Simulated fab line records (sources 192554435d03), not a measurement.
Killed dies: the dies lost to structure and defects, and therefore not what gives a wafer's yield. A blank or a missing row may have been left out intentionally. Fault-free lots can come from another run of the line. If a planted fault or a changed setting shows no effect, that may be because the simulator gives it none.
Matching of chambers :: flow n5-finfet :: N5_BEOL_M10_STRIP_67 on rie-diel-02 has 4 sister chambers
The step strips in CF4. 4 wafers are shown with their chamber, then 9 later ones without.

## WAFERS WITH THEIR CHAMBER
wafer: L081.6
chamber: 3
showerhead-plenum-p-Torr (Torr): 1.84

wafer: L083.2
chamber: 0
showerhead-plenum-p-Torr (Torr): 1.71

wafer: L083.4
chamber: 1
showerhead-plenum-p-Torr (Torr): 1.80

wafer: L083.6
chamber: 2
showerhead-plenum-p-Torr (Torr): 1.72

## WAFERS WITHOUT THEIR CHAMBER
wafer: L085.2
showerhead-plenum-p-Torr (Torr): 1.71

wafer: L085.5
showerhead-plenum-p-Torr (Torr): 1.71

wafer: L085.6
showerhead-plenum-p-Torr (Torr): 1.84

wafer: L092.3
showerhead-plenum-p-Torr (Torr): 1.71

wafer: L092.5
showerhead-plenum-p-Torr (Torr): 1.79

wafer: L092.6
showerhead-plenum-p-Torr (Torr): 1.83

wafer: L095.2
showerhead-plenum-p-Torr (Torr): 1.83

wafer: L095.5
showerhead-plenum-p-Torr (Torr): 1.70

wafer: L095.6
showerhead-plenum-p-Torr (Torr): 1.79

## CHAMBER TAKEN BY EACH
wafer: L085.2
from the rows above: can't be placed: 0 or 2
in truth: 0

wafer: L085.5
from the rows above: can't be placed: 0 or 2
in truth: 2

wafer: L085.6
from the rows above: 3
in truth: 3

wafer: L092.3
from the rows above: can't be placed: 0 or 2
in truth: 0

wafer: L092.5
from the rows above: 1
in truth: 1

wafer: L092.6
from the rows above: 3
in truth: 3

wafer: L095.2
from the rows above: 3
in truth: 3

wafer: L095.5
from the rows above: can't be placed: 0 or 2
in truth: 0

wafer: L095.6
from the rows above: 1
in truth: 1
Placed correctly: 5 of 9. Can't be placed from these rows: 4 (the true chamber is among the candidates in 4). Number placed wrongly: 0.
How it was worked out, from the rows above alone: a wafer's distance from a chamber is the root of the sum, over the readings, of the square of ((its reading less the chamber's mean) divided by the reading's scatter). If the next closest chamber is less than 2 further off than the closest, the wafer can't be placed; otherwise it belongs to the closest. Each chamber's mean is taken over the wafers shown for it. The scatter: with one shown wafer a chamber, the root of the mean of the squares of how far each hidden wafer lies from its nearest shown one.
